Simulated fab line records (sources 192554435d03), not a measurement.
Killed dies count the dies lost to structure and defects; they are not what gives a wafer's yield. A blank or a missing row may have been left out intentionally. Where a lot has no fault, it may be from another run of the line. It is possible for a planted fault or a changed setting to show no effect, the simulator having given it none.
Matching of chambers || flow n5_finfet || cvd_co-01 running N5_BEOL_M1_PRE_CLEAN_60: 3 sister chambers
The step time 15 s. 6 wafers are shown with their chamber, then 11 later ones without.

== WAFERS WITH THEIR CHAMBER ==
{"wafer": "L079.5", "chamber": 1, "heater_power_w (W)": 81}
{"wafer": "L086.5", "chamber": 1, "heater_power_w (W)": 79}
{"wafer": "L087.1", "chamber": 0, "heater_power_w (W)": 77}
{"wafer": "L087.4", "chamber": 2, "heater_power_w (W)": 64}
{"wafer": "L087.6", "chamber": 0, "heater_power_w (W)": 77}
{"wafer": "L089.2", "chamber": 2, "heater_power_w (W)": 64}

== WAFERS MISSING THEIR CHAMBER ==
{"wafer": "L089.5", "heater_power_w (W)": 77}
{"wafer": "L089.6", "heater_power_w (W)": 82}
{"wafer": "L090.2", "heater_power_w (W)": 63}
{"wafer": "L090.5", "heater_power_w (W)": 64}
{"wafer": "L090.6", "heater_power_w (W)": 76}
{"wafer": "L092.2", "heater_power_w (W)": 65}
{"wafer": "L092.3", "heater_power_w (W)": 80}
{"wafer": "L092.5", "heater_power_w (W)": 63}
{"wafer": "L093.3", "heater_power_w (W)": 78}
{"wafer": "L093.5", "heater_power_w (W)": 64}
{"wafer": "L093.6", "heater_power_w (W)": 78}

== WHICH CHAMBER EACH ONE RAN IN ==
{"wafer": "L089.5", "from the rows above": 0, "in truth": 0}
{"wafer": "L089.6", "from the rows above": 1, "in truth": 1}
{"wafer": "L090.2", "from the rows above": 2, "in truth": 2}
{"wafer": "L090.5", "from the rows above": 2, "in truth": 2}
{"wafer": "L090.6", "from the rows above": 0, "in truth": 0}
{"wafer": "L092.2", "from the rows above": 2, "in truth": 2}
{"wafer": "L092.3", "from the rows above": 1, "in truth": 1}
{"wafer": "L092.5", "from the rows above": 2, "in truth": 2}
{"wafer": "L093.3", "from the rows above": "can't be placed: 0 or 1", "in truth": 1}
{"wafer": "L093.5", "from the rows above": 2, "in truth": 2}
{"wafer": "L093.6", "from the rows above": "can't be placed: 0 or 1", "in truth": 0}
9 of 11 placed correctly. Unplaceable from these rows: 2, with the true chamber sitting among the candidates in 2. Wrongly placed: 0.
How it was worked out, from the rows above alone: a wafer's distance from a chamber is the root of the sum, over the readings, of the square of ((its reading less the chamber's mean) divided by the reading's scatter). If the next closest chamber is less than 2 further off than the closest, the wafer can't be placed; otherwise it belongs to the closest. The mean given for a chamber averages the wafers shown for that chamber. The scatter: the root of (the sum of the squares of (reading less its chamber's mean) over the shown wafers, divided by (wafers less chambers)).
